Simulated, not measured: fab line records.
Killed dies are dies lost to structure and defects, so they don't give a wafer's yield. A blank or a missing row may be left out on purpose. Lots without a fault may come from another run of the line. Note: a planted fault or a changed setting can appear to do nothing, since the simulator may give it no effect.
Matching of chambers || flow n5-finfet || N5_MOL_CONTACT_COAG_ALD_133 on ald-sin-01 has 4 sister chambers
The step deposits SiO2, target thk 5 nm, pulse time 1 s, co reactant pulse time 1 s. 22 wafers are shown with their chamber, then 11 later ones without.

WAFERS PAIRED WITH THEIR CHAMBERS
{"wafer": "L076.2", "chamber": 2, "heater-power-w (W)": 80, "precursor-pulse-height-rel": 1.014}
{"wafer": "L076.4", "chamber": 1, "heater-power-w (W)": 75, "precursor-pulse-height-rel": 1.001}
{"wafer": "L076.6", "chamber": 0, "heater-power-w (W)": 78, "precursor-pulse-height-rel": 1.002}
{"wafer": "L078.3", "chamber": 0, "heater-power-w (W)": 75, "precursor-pulse-height-rel": 0.992}
{"wafer": "L078.4", "chamber": 3, "heater-power-w (W)": 67, "precursor-pulse-height-rel": 1.057}
{"wafer": "L078.5", "chamber": 3, "heater-power-w (W)": 67, "precursor-pulse-height-rel": 1.015}
{"wafer": "L081.2", "chamber": 3, "heater-power-w (W)": 70, "precursor-pulse-height-rel": 0.953}
{"wafer": "L081.3", "chamber": 0, "heater-power-w (W)": 77, "precursor-pulse-height-rel": 1.013}
{"wafer": "L081.4", "chamber": 2, "heater-power-w (W)": 79, "precursor-pulse-height-rel": 1.000}
{"wafer": "L087.3", "chamber": 0, "heater-power-w (W)": 77, "precursor-pulse-height-rel": 1.003}
{"wafer": "L087.4", "chamber": 2, "heater-power-w (W)": 81, "precursor-pulse-height-rel": 1.028}
{"wafer": "L087.6", "chamber": 1, "heater-power-w (W)": 76, "precursor-pulse-height-rel": 1.011}
{"wafer": "L088.1", "chamber": 0, "heater-power-w (W)": 79, "precursor-pulse-height-rel": 0.989}
{"wafer": "L088.2", "chamber": 3, "heater-power-w (W)": 67, "precursor-pulse-height-rel": 0.998}
{"wafer": "L088.3", "chamber": 2, "heater-power-w (W)": 81, "precursor-pulse-height-rel": 0.993}
{"wafer": "L088.4", "chamber": 1, "heater-power-w (W)": 74, "precursor-pulse-height-rel": 1.008}
{"wafer": "L088.5", "chamber": 2, "heater-power-w (W)": 80, "precursor-pulse-height-rel": 1.023}
{"wafer": "L088.6", "chamber": 1, "heater-power-w (W)": 74, "precursor-pulse-height-rel": 1.007}
{"wafer": "L089.1", "chamber": 3, "heater-power-w (W)": 68, "precursor-pulse-height-rel": 0.985}
{"wafer": "L089.2", "chamber": 0, "heater-power-w (W)": 78, "precursor-pulse-height-rel": 1.025}
{"wafer": "L089.4", "chamber": 1, "heater-power-w (W)": 75, "precursor-pulse-height-rel": 1.000}
{"wafer": "L095.1", "chamber": 0, "heater-power-w (W)": 80, "precursor-pulse-height-rel": 0.983}

SIGNATURES (averages over the wafers above)
{"reading": "heater-power-w", "chamber 0": 77.71, "chamber 1": 74.80, "chamber 2": 80.20, "chamber 3": 67.80, "scatter within a chamber": 1.24}
{"reading": "precursor-pulse-height-rel", "chamber 0": 1.00100, "chamber 1": 1.00540, "chamber 2": 1.01160, "chamber 3": 1.00160, "scatter within a chamber": 0.0213}
Rule: for a wafer and a chamber, the distance is found by dividing, reading by reading, the gap between the wafer's reading and the chamber's mean by the reading's scatter, squaring, summing and taking the root. The wafer belongs to the nearest chamber; if the next one is less than 2 further off, it can't be placed. How the scatter is found: for the shown wafers, subtract from each reading the mean of its chamber, square and add these, divide the total by (wafers less chambers), then take the root.

WAFERS WITH NO CHAMBER GIVEN
{"wafer": "L095.2", "heater-power-w (W)": 74, "precursor-pulse-height-rel": 1.007}
{"wafer": "L095.3", "heater-power-w (W)": 68, "precursor-pulse-height-rel": 1.022}
{"wafer": "L095.4", "heater-power-w (W)": 81, "precursor-pulse-height-rel": 0.991}
{"wafer": "L095.5", "heater-power-w (W)": 74, "precursor-pulse-height-rel": 0.964}
{"wafer": "L095.6", "heater-power-w (W)": 80, "precursor-pulse-height-rel": 1.012}
{"wafer": "L097.1", "heater-power-w (W)": 77, "precursor-pulse-height-rel": 1.034}
{"wafer": "L097.2", "heater-power-w (W)": 79, "precursor-pulse-height-rel": 0.999}
{"wafer": "L097.3", "heater-power-w (W)": 68, "precursor-pulse-height-rel": 0.996}
{"wafer": "L097.4", "heater-power-w (W)": 75, "precursor-pulse-height-rel": 1.017}
{"wafer": "L097.5", "heater-power-w (W)": 74, "precursor-pulse-height-rel": 0.994}
{"wafer": "L097.6", "heater-power-w (W)": 76, "precursor-pulse-height-rel": 1.005}

CHAMBER TAKEN BY EACH
{"wafer": "L095.2", "from the rows above": 1, "in truth": 1}
{"wafer": "L095.3", "from the rows above": 3, "in truth": 3}
{"wafer": "L095.4", "from the rows above": "can't be placed: 2 or 0", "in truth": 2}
{"wafer": "L095.5", "from the rows above": "can't be placed: 1 or 0", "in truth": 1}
{"wafer": "L095.6", "from the rows above": "can't be placed: 2 or 0", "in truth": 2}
{"wafer": "L097.1", "from the rows above": "can't be placed: 0 or 1 or 2", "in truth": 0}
{"wafer": "L097.2", "from the rows above": "can't be placed: 0 or 2", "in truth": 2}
{"wafer": "L097.3", "from the rows above": 3, "in truth": 3}
{"wafer": "L097.4", "from the rows above": "can't be placed: 1 or 0", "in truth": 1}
{"wafer": "L097.5", "from the rows above": 1, "in truth": 1}
{"wafer": "L097.6", "from the rows above": "can't be placed: 1 or 0", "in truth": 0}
4 of 11 placed correctly. These rows do not allow placing 7 (true chamber among the candidates in 7). Number placed wrongly: 0.
